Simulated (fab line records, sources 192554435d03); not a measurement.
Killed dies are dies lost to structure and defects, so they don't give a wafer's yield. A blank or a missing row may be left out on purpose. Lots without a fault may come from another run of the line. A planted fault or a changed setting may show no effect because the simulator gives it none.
fab line records | flow n5_finfet
record lots=5 wafers=15 last_day=13
route steps=1938 shown MOL_CONTACT_COAG@545 PASSIVATION@1936
lots that met no fault: from a run of the same line without faults
start_h: hours from the record's first day to the start of the lot's first wafer shown | wait_h: hours since the lot's step before | " the same as in the row above | L1.1+2: a row that stands for several wafers | - no value, or no start given | * or withheld: withheld | < > ~ a bound
route shown NAME@n: a module of which the file shows steps, and the number in the route of the first | usual: mean/standard deviation of fault-free wafers | same: alike in all rows | chamber/n: place in a boat | sites: the reading at each site | _std_site: their standard deviation | _edge_site: outer sites' mean less inner sites' | radius_mm: how far each site lies from the wafer's centre | mask NAME#n: copy n | behind: the tool/chamber that last shaped the wafer | hold: why the lot was held/for how many hours/how that ended | device: the transistor (n, p or np) that didn't switch | end of line: the same wafers' tests at the end of the route | a step without rows: its recipe alone | killed: dies lost to structure and defects at the first sort, not the wafer's yield | map: a wafer's dies, x killed, . not, _ none there
set.NAME: the setting as run; set.NAME@STEP: as run at that earlier step | model.NAME: the simulator's own value behind a step, which no gauge read
lots at some steps of the route; a table a step, a row a wafer
services: from which hour (start_h, from the record's first day; less than 0 if before it) a tool's chamber was out of use, for how many hours, and why
## steps
# step N5_MOL_CONTACT_COAG_SIL_ANNEAL_21
# recipe temp_c=550 time_s=60 ambient=N2
# step N5_MOL_CONTACT_COAG_PRE_CLEAN_141
# recipe gas=H2/He time_s=60 temp_c=300
# step N5_MOL_CONTACT_COAG_SPUTTER_143
# recipe material=Co target_thk_a=25 temp_c=25 chamber_pressure_pa=0.2
# step N5_MOL_CONTACT_COAG_CO_FILL_22
# recipe material=Co target_thk_a=200 temp_c=200 precursor=CCTBA/H2 pressure_torr=30
# step N5_MOL_CONTACT_COAG_ANNEAL_113
# recipe temp_c=400 time_s=300 ambient=H2/N2
# step N5_MOL_CONTACT_COAG_PRE_CLEAN_142
# recipe gas=H2/He time_s=60 temp_c=300
# step N5_MOL_CONTACT_COAG_SPUTTER_130
# recipe material=Co target_thk_a=475 temp_c=25 chamber_pressure_pa=0.5 power_w=3000
# step N5_MOL_CONTACT_COAG_PRECLEAN_125
# recipe chemistry=DIW time_s=57.5 temp_c=23
# step N5_MOL_CONTACT_COAG_SRD_126
# recipe dry_time_s=32 dry=n2_spin spin_rpm=1500
# step N5_MOL_CONTACT_COAG_CMP_23
# recipe stop_on=SiO2 t_overpolish_s=1.5 post_cmp_clean=cu_alkaline down_force_psi=2 platen_rpm=50.289 pad_velocity_m_s=1.0006 target_thk_nm=0
# step N5_MOL_CONTACT_COAG_WET_ETCH_26
# recipe target=Co target_depth_nm=13
# columns lot.wafer tool chamber start_h wait_h
L834.3+4+6 wet_bench-03 5,6,3 93.45 0.0
L835.1+4+5 wet_bench-03 5,6,4 105.52 0.0
L837.1+4+5 wet_bench-06 3,7,5 117.46 0.0
L838.3+4+6 wet_bench-06 2,3,7 121.17 0.0
L839.2+3+4 wet_bench-03 3,5,2 126.03 0.0
# step N5_MOL_CONTACT_COAG_WET_ETCH_116
# recipe chemistry=SC1-inhibited target_depth_nm=4.6 dry=ipa_marangoni rinse_time_s=30 rinse_temp_c=23
# step N5_MOL_CONTACT_COAG_ALD_27
# recipe material=SiOC target_thk_a=170 temp_c=400 ald_precursor_family=carbosiloxane ald_co_reactant=H2-plasma pulse_time_s=1.5 time_s=2720 purge_time_s=2 co_reactant_purge_time_s=2 ald_cycles=340 pressure_torr=2
# step N5_MOL_CONTACT_COAG_CMP_28
# recipe stop_on=SiNx t_overpolish_s=0.85 post_cmp_clean=alkaline_brush down_force_psi=4.15 platen_rpm=51.8 pad_velocity_m_s=1.0307 target_thk_nm=14.522
# step N5_MOL_CONTACT_COAG_ALD_123
# recipe material=SiNx target_thk_a=50 temp_c=400 ald_precursor_family=SiH2I2 ald_co_reactant=N2/H2-plasma pulse_time_s=1 purge_time_s=2 co_reactant_purge_time_s=2 ald_cycles=100 pressure_torr=2
# step N5_MOL_CONTACT_COAG_PECVD_31
# recipe material=SiO2 target_thk_a=460 temp_c=400 precursor=TEOS/O2 pressure_torr=6.5 rf_w=withheld teos_flow_sccm=withheld gas=O2 flow_sccm=2650 time_s=8.9
# step N5_MOL_CONTACT_COAG_COAT_75
# recipe resist=SOC temp_c=250 time_s=60 spin_rpm=1500 resist_thk_nm=60
# step N5_MOL_CONTACT_COAG_COAT_76
# recipe resist=SiARC temp_c=220 time_s=60 spin_rpm=1500 resist_thk_nm=10
# step N5_MOL_CONTACT_COAG_COAT_77
# recipe resist=underlayer temp_c=205 time_s=60 spin_rpm=1500 resist_thk_nm=10
# step N5_MOL_CONTACT_COAG_COAT_78
# recipe resist=CAR-EUV spin_rpm=1500 resist_thk_nm=40
# step N5_MOL_CONTACT_COAG_EBR_80
# recipe solvent=PGMEA ebr_width_mm=1.5
# step N5_MOL_CONTACT_COAG_SOFTBAKE_79
# recipe temp_c=110 time_s=60 resist=CAR-EUV
# step N5_MOL_CONTACT_COAG_EXPOSE_81
# recipe mask_id=VG na=0.33 source_shape=annular sigma_inner=0.3 sigma_outer=0.7 polarization=unpolarized defocus_nm=0 dose_mj=59.5
# step N5_MOL_CONTACT_COAG_PEB_82
# recipe peb_temp_c=100 peb_time_s=60 resist=CAR-EUV
# step N5_MOL_CONTACT_COAG_DEVELOP_83
# recipe develop_time_s=30 developer=TMAH resist=CAR-EUV rinse_liquid=surfactant_rinse dry=air_spin dev_temp_c=23
# step N5_MOL_CONTACT_COAG_DESCUM_88
# recipe chemistry=O2 time_s=7 source_power_w=50 bias_power_w=20 pressure_mtorr=20 rf_frequency_hz=2.712e+07 temp_c=40 resist=CAR-EUV o2_flow_sccm=225
# step N5_MOL_CONTACT_COAG_ETCH_89
# recipe chemistry=N2/H2 target=underlayer target_depth_a=130 mask_material=CAR-EUV time_s=10.4 ion_energy_ev=200 pressure_mtorr=30 source_w=840 bias_w=150 n2_flow_sccm=200 h2_flow_sccm=200 ends=cleared
# step N5_MOL_CONTACT_COAG_ETCH_90
# recipe chemistry=CF4 target=SiARC target_depth_a=130 mask_material=CAR-EUV time_s=21.7 ion_energy_ev=80 pressure_mtorr=40 source_w=545 bias_w=36 Ar_flow_sccm=100 cf4_flow_sccm=100 ends=cleared
# step N5_MOL_CONTACT_COAG_ALD_131
# recipe material=SiO2 target_thk_a=50 temp_c=100 ald_precursor_family=BDEAS ald_co_reactant=O2-plasma pulse_time_s=1 co_reactant_pulse_time_s=1 purge_time_s=2 co_reactant_purge_time_s=2 ald_cycles=35 pressure_torr=2
# step N5_MOL_CONTACT_COAG_ETCHBACK_132
# recipe chemistry=CHF3 target=SiO2 target_depth_a=100 time_s=6.7 ion_energy_ev=200 pressure_mtorr=30 source_w=610 bias_w=170 Ar_flow_sccm=200 CHF3_flow_sccm=50
# step N5_MOL_CONTACT_COAG_ETCH_91
# recipe chemistry=N2/H2 target=SOC target_depth_a=600 overetch_a=210 mask_material=SiARC temp_c=40 time_s=101.2 ion_energy_ev=200 pressure_mtorr=30 source_w=840 bias_w=150 n2_flow_sccm=200 h2_flow_sccm=200
# step N5_MOL_CONTACT_COAG_STRIP_92
# recipe chemistry=N2/H2 temp_c=40 n2_flow_sccm=200 h2_flow_sccm=200 rf_frequency_hz=6e+07
# step N5_MOL_CONTACT_COAG_STRIP_93
# recipe chemistry=N2/H2 temp_c=40 n2_flow_sccm=200 h2_flow_sccm=200 rf_frequency_hz=6e+07
# step N5_MOL_CONTACT_COAG_ETCHBACK_135
# recipe chemistry=CHF3 target=SiO2 target_depth_a=250 time_s=16.7 ion_energy_ev=200 pressure_mtorr=30 source_w=610 bias_w=170 Ar_flow_sccm=200 CHF3_flow_sccm=50
# step N5_MOL_CONTACT_COAG_STRIP_118
# recipe chemistry=CHF3 resist=SiARC rf_frequency_hz=6e+07
# step N5_MOL_CONTACT_COAG_VIA_ETCH_46
# recipe chemistry=C4F6/O2 target_depth_a=460 overetch_a=92 mask_material=SOC target=SiO2 bias_w=455 pressure_mtorr=10 time_s=40 source_w=325 Ar_flow_sccm=300 C4F6_flow_sccm=10 O2_flow_sccm=10 ion_energy_ev=575.3 ends=end_point
# step N5_PASSIVATION_PROBE_49
# usual defect_limited_yield=91.2/1.5 killed_at_M0_to_M3=36/10 killed_at_M4_up=13/6 killed_at_contacts=11/5.2 killed_at_front_end=40/11 killed_at_other=3.1/2.9 killed_dies=104/17 killed_on_rim=14/3.6 killed_open=66/12 killed_short=34/7.7 sort_bin_5_function=5.1/0.91 sort_bin_6_memory=3.2/0.67 sort_n_pass=1076/17 sort_yield_pct=91.2/1.5
# same gross_dies=1180 killed_at_back_side=0 sort_bin_4_leakage[%]=0 sort_bin_8_speed[%]=0
# columns lot.wafer tool chamber start_h wait_h defect_limited_yield[%] killed_at_M0_to_M3 killed_at_M4_up killed_at_contacts killed_at_front_end killed_at_other killed_dies killed_on_rim killed_open killed_short sort_bin_5_function[%] sort_bin_6_memory[%] sort_n_pass sort_yield_pct[%]
L837.1 prober-02 - 299.46 0.0 0 20 14 1122 23 1 1180 152 42 32 98.1 1.8 0 0
L837.4 prober-02 - 299.61 0.2 0 34 10 1117 15 4 1180 152 53 21 97.8 2.0 0 0
L837.5 prober-02 - 299.66 0.2 0 22 25 1105 27 1 1180 152 56 26 97.6 2.2 0 0
L838.3 prober-01 - 301.11 0.4 0 36 23 1092 25 4 1180 152 73 31 96.1 3.6 0 0
L838.4 prober-01 - 301.16 0.4 0 45 17 1090 22 6 1180 152 68 32 96.6 2.9 0 0
L838.6 prober-01 - 301.26 0.5 0 32 29 1077 28 14 1180 152 75 37 95.4 4.1 0 0
L839.2 prober-02 - 306.29 0.1 0 20 13 1081 64 2 1180 152 63 41 95.8 4.0 0 0
L839.3 prober-02 - 306.34 0.1 0 20 23 1102 32 3 1180 152 51 29 97.3 2.5 0 0
L839.4 prober-02 - 306.39 0.2 0 23 7 1094 52 4 1180 152 60 26 97.1 2.7 0 0
# killed by level:class
L837.1 MOL_CONTACT_COAG:area_etch=1105 MOL_CONTACT_COAG:geometric_particle:open=10 MOL_CONTACT_COAG:geometric_particle:short=7 ILD0:geometric_particle:short=5 BEOL_M5:geometric_particle:open=4 GATE_CUT:geometric_particle:short=4 BEOL_M0_SAQP:geometric_particle:open=4 BEOL_M3:geometric_particle:open=4
L837.4 MOL_CONTACT_COAG:area_etch=1104 BEOL_M0_SAQP:geometric_particle:open=11 MOL_CONTACT_COAG:geometric_particle:open=10 BEOL_M0_SAQP:geometric_particle:short=8 BEOL_M1:geometric_particle:open=7 BEOL_M4:geometric_particle:open=6 STI_FIN_REVEAL:geometric_particle:open=4 FIN_SAQP:geometric_particle:open=3
L837.5 MOL_CONTACT_COAG:area_etch=1093 BEOL_M4:geometric_particle:open=14 MOL_CONTACT_COAG:geometric_particle:open=8 FIN_SAQP:geometric_particle:open=6 BEOL_M0_SAQP:geometric_particle:short=6 BEOL_M3:geometric_particle:open=6 MOL_CONTACT_COAG:geometric_particle:short=4 BEOL_M2:geometric_particle:open=4
L838.3 MOL_CONTACT_COAG:area_etch=1074 MOL_CONTACT_COAG:geometric_particle:open=16 BEOL_M4:geometric_particle:open=10 BEOL_M2:geometric_particle:open=8 BEOL_M1:geometric_particle:open=5 GATE_CUT:geometric_particle:short=4 BEOL_M0_SAQP:geometric_particle:open=4 BEOL_M0:geometric_particle:open=4
L838.4 MOL_CONTACT_COAG:area_etch=1079 BEOL_M1:geometric_particle:open=11 MOL_CONTACT_COAG:geometric_particle:open=10 BEOL_M0_SAQP:geometric_particle:open=10 BEOL_M0_SAQP:geometric_particle:short=8 BEOL_M4:geometric_particle:open=7 STI_FIN_REVEAL:geometric_particle:open=5 BEOL_M3:geometric_particle:open=5
L838.6 MOL_CONTACT_COAG:area_etch=1066 BEOL_M4:geometric_particle:open=13 MOL_CONTACT_COAG:geometric_particle:open=10 STI_FIN_REVEAL:geometric_particle:open=7 GATE_CUT:geometric_particle:short=7 BEOL_M1:geometric_particle:open=7 BEOL_M2:geometric_particle:open=6 PASS1_CAP:geometric_particle:open=5
L839.2 MOL_CONTACT_COAG:area_etch=1074 FIN_SAQP:geometric_particle:short=14 STI_FIN_REVEAL:geometric_particle:open=11 FIN_SAQP:geometric_particle:open=10 GATE_CUT:geometric_particle:short=8 BEOL_M4:geometric_particle:open=7 GATE_CUT:geometric_particle:open=5 BEOL_M0_SAQP:geometric_particle:open=5
L839.3 MOL_CONTACT_COAG:area_etch=1098 BEOL_M4:geometric_particle:open=10 GATE_CUT:geometric_particle:short=7 FIN_SAQP:geometric_particle:open=6 FIN_SAQP:geometric_particle:short=5 BEOL_M0_SAQP:geometric_particle:short=5 BEOL_M3:geometric_particle:open=5 BEOL_M0_SAQP:geometric_particle:open=4
L839.4 MOL_CONTACT_COAG:area_etch=1093 FIN_SAQP:geometric_particle:open=17 STI_FIN_REVEAL:geometric_particle:open=10 FIN_SAQP:geometric_particle:short=6 BEOL_M4:geometric_particle:open=5 GATE_CUT:geometric_particle:open=5 BEOL_M0_SAQP:geometric_particle:open=5 STI_FIN_REVEAL:geometric_particle:short=4
# map L837.1 (x killed, . not)
_________________xxxxxxxxxxxx________________
______________xxxxxxxxxxxxxxxxxx_____________
___________xxxxxxxxxxxxxxxxxxxxxxxx__________
__________xxxxxxxxxxxxxxxxxxxxxxxxxx_________
________xxxxxxxxxxxxxxxxxxxxxxxxxxxxxx_______
_______xxxxxxxxxxxxxxxxxxxxxxxxxxxxxxxx______
______xxxxxxxxxxxxxxxxxxxxxxxxxxxxxxxxxx_____
_____xxxxxxxxxxxxxxxxxxxxxxxxxxxxxxxxxxxx____
____xxxxxxxxxxxxxxxxxxxxxxxxxxxxxxxxxxxxxx___
___xxxxxxxxxxxxxxxxxxxxxxxxxxxxxxxxxxxxxxxx__
___xxxxxxxxxxxxxxxxxxxxxxxxxxxxxxxxxxxxxxxx__
__xxxxxxxxxxxxxxxxxxxxxxxxxxxxxxxxxxxxxxxxxx_
__xxxxxxxxxxxxxxxxxxxxxxxxxxxxxxxxxxxxxxxxxx_
_xxxxxxxxxxxxxxxxxxxxxxxxxxxxxxxxxxxxxxxxxxxx
_xxxxxxxxxxxxxxxxxxxxxxxxxxxxxxxxxxxxxxxxxxxx
_xxxxxxxxxxxxxxxxxxxxxxxxxxxxxxxxxxxxxxxxxxxx
_xxxxxxxxxxxxxxxxxxxxxxxxxxxxxxxxxxxxxxxxxxxx
_xxxxxxxxxxxxxxxxxxxxxxxxxxxxxxxxxxxxxxxxxxxx
_xxxxxxxxxxxxxxxxxxxxxxxxxxxxxxxxxxxxxxxxxxxx
_xxxxxxxxxxxxxxxxxxxxxxxxxxxxxxxxxxxxxxxxxxxx
_xxxxxxxxxxxxxxxxxxxxxxxxxxxxxxxxxxxxxxxxxxxx
__xxxxxxxxxxxxxxxxxxxxxxxxxxxxxxxxxxxxxxxxxx_
__xxxxxxxxxxxxxxxxxxxxxxxxxxxxxxxxxxxxxxxxxx_
___xxxxxxxxxxxxxxxxxxxxxxxxxxxxxxxxxxxxxxxx__
___xxxxxxxxxxxxxxxxxxxxxxxxxxxxxxxxxxxxxxxx__
____xxxxxxxxxxxxxxxxxxxxxxxxxxxxxxxxxxxxxx___
_____xxxxxxxxxxxxxxxxxxxxxxxxxxxxxxxxxxxx____
______xxxxxxxxxxxxxxxxxxxxxxxxxxxxxxxxxx_____
_______xxxxxxxxxxxxxxxxxxxxxxxxxxxxxxxx______
________xxxxxxxxxxxxxxxxxxxxxxxxxxxxxx_______
__________xxxxxxxxxxxxxxxxxxxxxxxxxx_________
___________xxxxxxxxxxxxxxxxxxxxxxxx__________
______________xxxxxxxxxxxxxxxxxx_____________
_________________xxxxxxxxxxxx________________
# map L838.3 (x killed, . not)
_________________xxxxxxxxxxxx________________
______________xxxxxxxxxxxxxxxxxx_____________
___________xxxxxxxxxxxxxxxxxxxxxxxx__________
__________xxxxxxxxxxxxxxxxxxxxxxxxxx_________
________xxxxxxxxxxxxxxxxxxxxxxxxxxxxxx_______
_______xxxxxxxxxxxxxxxxxxxxxxxxxxxxxxxx______
______xxxxxxxxxxxxxxxxxxxxxxxxxxxxxxxxxx_____
_____xxxxxxxxxxxxxxxxxxxxxxxxxxxxxxxxxxxx____
____xxxxxxxxxxxxxxxxxxxxxxxxxxxxxxxxxxxxxx___
___xxxxxxxxxxxxxxxxxxxxxxxxxxxxxxxxxxxxxxxx__
___xxxxxxxxxxxxxxxxxxxxxxxxxxxxxxxxxxxxxxxx__
__xxxxxxxxxxxxxxxxxxxxxxxxxxxxxxxxxxxxxxxxxx_
__xxxxxxxxxxxxxxxxxxxxxxxxxxxxxxxxxxxxxxxxxx_
_xxxxxxxxxxxxxxxxxxxxxxxxxxxxxxxxxxxxxxxxxxxx
_xxxxxxxxxxxxxxxxxxxxxxxxxxxxxxxxxxxxxxxxxxxx
_xxxxxxxxxxxxxxxxxxxxxxxxxxxxxxxxxxxxxxxxxxxx
_xxxxxxxxxxxxxxxxxxxxxxxxxxxxxxxxxxxxxxxxxxxx
_xxxxxxxxxxxxxxxxxxxxxxxxxxxxxxxxxxxxxxxxxxxx
_xxxxxxxxxxxxxxxxxxxxxxxxxxxxxxxxxxxxxxxxxxxx
_xxxxxxxxxxxxxxxxxxxxxxxxxxxxxxxxxxxxxxxxxxxx
_xxxxxxxxxxxxxxxxxxxxxxxxxxxxxxxxxxxxxxxxxxxx
__xxxxxxxxxxxxxxxxxxxxxxxxxxxxxxxxxxxxxxxxxx_
__xxxxxxxxxxxxxxxxxxxxxxxxxxxxxxxxxxxxxxxxxx_
___xxxxxxxxxxxxxxxxxxxxxxxxxxxxxxxxxxxxxxxx__
___xxxxxxxxxxxxxxxxxxxxxxxxxxxxxxxxxxxxxxxx__
____xxxxxxxxxxxxxxxxxxxxxxxxxxxxxxxxxxxxxx___
_____xxxxxxxxxxxxxxxxxxxxxxxxxxxxxxxxxxxx____
______xxxxxxxxxxxxxxxxxxxxxxxxxxxxxxxxxx_____
_______xxxxxxxxxxxxxxxxxxxxxxxxxxxxxxxx______
________xxxxxxxxxxxxxxxxxxxxxxxxxxxxxx_______
__________xxxxxxxxxxxxxxxxxxxxxxxxxx_________
___________xxxxxxxxxxxxxxxxxxxxxxxx__________
______________xxxxxxxxxxxxxxxxxx_____________
_________________xxxxxxxxxxxx________________
## services
# columns tool chamber start_h hours kind
wet_bench-06 - 82.61 3.9 repair
## key
first_sign step=N5_PASSIVATION_PROBE_49 reading=killed_at_contacts direction=up sigmas=99+ usual=11 struck=1098
effect step=N5_PASSIVATION_PROBE_49 reading=sort_bin_5_function direction=up sigmas=99+ usual=5.1 struck=96.9
more_kills_born_at N5_MOL_CONTACT_COAG_WET_ETCH_26@wet_bench-06=6521 N5_MOL_CONTACT_COAG_WET_ETCH_26@wet_bench-03=3265
met_at N5_MOL_CONTACT_COAG_WET_ETCH_26
struck_wafers L837.1,L837.4,L837.5,L838.3,L838.4,L838.6,L839.2,L839.3,L839.4
later_rows_left_out L837.1,L837.4,L837.5,L838.3,L838.4,L838.6,L839.2,L839.3,L839.4
onset_between 105.52 117.46
also_fits time
fault kind=skipped_step_whole tool=wet_bench-03,wet_bench-06 chamber=- onset_h=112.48 steps=N5_MOL_CONTACT_COAG_WET_ETCH_26 scope=struck_lots_only
# later_rows_left_out: the simulator's readings of these wafers behind a module that went badly wrong aren't trusted and aren't shown, but for the sort
